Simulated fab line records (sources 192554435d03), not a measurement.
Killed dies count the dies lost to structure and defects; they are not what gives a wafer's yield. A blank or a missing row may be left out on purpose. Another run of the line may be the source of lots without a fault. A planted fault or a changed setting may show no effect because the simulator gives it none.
Matching of chambers	flow n5_finfet	4 sister chambers for N5_BEOL_M15_TRENCH_ETCH_34 on rie_diel-05
The step etches SiO2 in C4F8/O2/Ar, target depth 872.93 nm, time 199 s. 14 wafers are shown with their chamber, then 6 later ones without.

== WAFERS PAIRED WITH THEIR CHAMBERS ==
wafer	chamber	rf_vpp_V (V)	drypump_motor_current_A (A)	showerhead_plenum_p_Torr (Torr)
L210.1	1	2266	5.32	3.42
L210.4	2	2264	5.57	3.48
L210.6	3	2204	5.56	3.38
L211.2	2	2262	5.55	3.48
L211.3	1	2265	5.30	3.42
L211.5	0	2243	6.05	3.59
L213.2	2	2261	5.55	3.48
L213.5	0	2243	6.05	3.58
L213.6	1	2265	5.29	3.41
L216.3	1	2266	5.28	3.41
L216.5	3	2204	5.57	3.38
L216.6	2	2262	5.54	3.48
L230.2	0	2241	6.01	3.56
L230.3	3	2203	5.54	3.37

SIGNATURES (averages over the wafers above)
reading	chamber 0	chamber 1	chamber 2	chamber 3	scatter within a chamber
rf_vpp_V	2242.33	2265.50	2262.25	2203.67	0.953
drypump_motor_current_A	6.0367	5.2975	5.5525	5.5567	0.017
showerhead_plenum_p_Torr	3.5767	3.4150	3.4800	3.3767	0.00796
Rule: for a wafer and a chamber, the distance is found by dividing, reading by reading, the gap between the wafer's reading and the chamber's mean by the reading's scatter, squaring, summing and taking the root. The wafer belongs to the nearest chamber; if the next one is less than 2 further off, it can't be placed. The scatter: the root of (the sum of the squares of (reading less its chamber's mean) over the shown wafers, divided by (wafers less chambers)).

== WAFERS WITH NO CHAMBER GIVEN ==
wafer	rf_vpp_V (V)	drypump_motor_current_A (A)	showerhead_plenum_p_Torr (Torr)
L230.6	2202	5.55	3.37
L231.1	2261	5.57	3.46
L231.4	2242	6.03	3.56
L231.6	2241	6.03	3.56
L232.1	2201	5.53	3.36
L232.4	2258	5.57	3.46

== WHICH CHAMBER EACH ONE RAN IN ==
wafer	from the rows above	in truth
L230.6	3	3
L231.1	2	2
L231.4	0	0
L231.6	0	0
L232.1	3	3
L232.4	2	2
Correctly placed: 6 of 6. From these rows, 0 cannot be placed. Wrongly placed: 0.
